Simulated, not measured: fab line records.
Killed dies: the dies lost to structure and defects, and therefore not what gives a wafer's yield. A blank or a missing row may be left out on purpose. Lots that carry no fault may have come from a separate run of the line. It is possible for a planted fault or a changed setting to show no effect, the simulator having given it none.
The same fault as seen by 2 desks | flow n5_finfet | every desk sees just its own numbers, and what lay behind them comes last

== TOOL OWNER'S DESK, litho_track-01 ==
The tool's own readings at N5_BEOL_M15_COAT_60 (time 60 s, resist thk 89 nm): means of the sampled wafers that have a number, for each lot that ran on this tool. Any lot whose mean is over 4 standard deviations away from the usual mean is out of limits and marked OUT; that distance is given in the brackets.
Columns: A = exhaust_pa at N5_BEOL_M15_COAT_60, usual 45.1 Pa; B = spin_speed_rpm at N5_BEOL_M15_COAT_60, usual 1500.1 rpm
lot  | first seen here | A    | B
L998 | day 12 07:10    | 44.5 | 1499.8
L103 | day 12 13:35    | 44.5 | 1499.1
L106 | day 13 09:26    | 45.3 | 1500.2
L110 | day 14 12:41    | 44.5 | 1499.5
L116 | day 15 19:36    | 45.6 | 1441.6 (-61) OUT
L118 | day 16 01:35    | 44.0 | 1443.5 (-59) OUT
L119 | day 16 11:00    | 45.4 | 1441.6 (-61) OUT
This desk finds L116, L118, L119 out of limits, L116 being first, at day 15 19:36 (spin_speed_rpm at N5_BEOL_M15_COAT_60). In limits: L998, L103, L106, L110.

== AT THE METROLOGY DESK ==
Means of the sampled wafers that have a number, per lot and without regard to the tool the lot ran on: this is what the gauges read. Any lot whose mean is over 4 standard deviations away from the usual mean is out of limits and marked OUT; that distance is given in the brackets.
Columns: A = V14_OVL at N5_BEOL_M15_OVL_MEAS_11, usual -1 nm; B = cd_nm at N5_BEOL_M15_CD_MEAS_17, usual 361.5 nm
lot  | first seen here | A  | B
L101 | day 11 19:16    | -3 | 362.4
L998 | day 12 06:01    | -4 | 362.4
L103 | day 12 11:58    | 4  | 359.0
L104 | day 12 17:40    | -1 | 362.3
L106 | day 13 08:13    | 0  | 360.4
L110 | day 14 11:25    | -2 | 362.7
L109 | day 14 11:54    | -0 | 361.8
L113 | day 15 01:49    | -4 | 355.2
L112 | day 15 02:03    | -2 | 362.0
L114 | day 15 18:11    | -2 | 362.2
L116 | day 15 18:25    | -0 | 359.3
L118 | day 16 00:25    | -8 | 360.1
L119 | day 16 09:49    | 3  | 359.2
This desk found nothing out of limits on any of the 13 lots.

== ALL TOGETHER ==
An alarm could have come from the tool owner's desk at day 15 19:36, on L116, L118, L119.
At the metrology desk, nothing out of limits was observed.
The metrology desk has L116, L118, L119 on record, within its limits.
The lots listed all ran N5_BEOL_M15_COAT_60 on litho_track-01.

== WHAT THE SIMULATOR HAD INSERTED ==
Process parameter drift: litho_track-01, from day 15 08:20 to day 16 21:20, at N5_BEOL_M15_COAT_60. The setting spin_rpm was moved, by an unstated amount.
Struck lots among those shown: L116, L118, L119.
Hours from the fault's start to each desk's first reading out of limits: the tool owner's desk, 11.
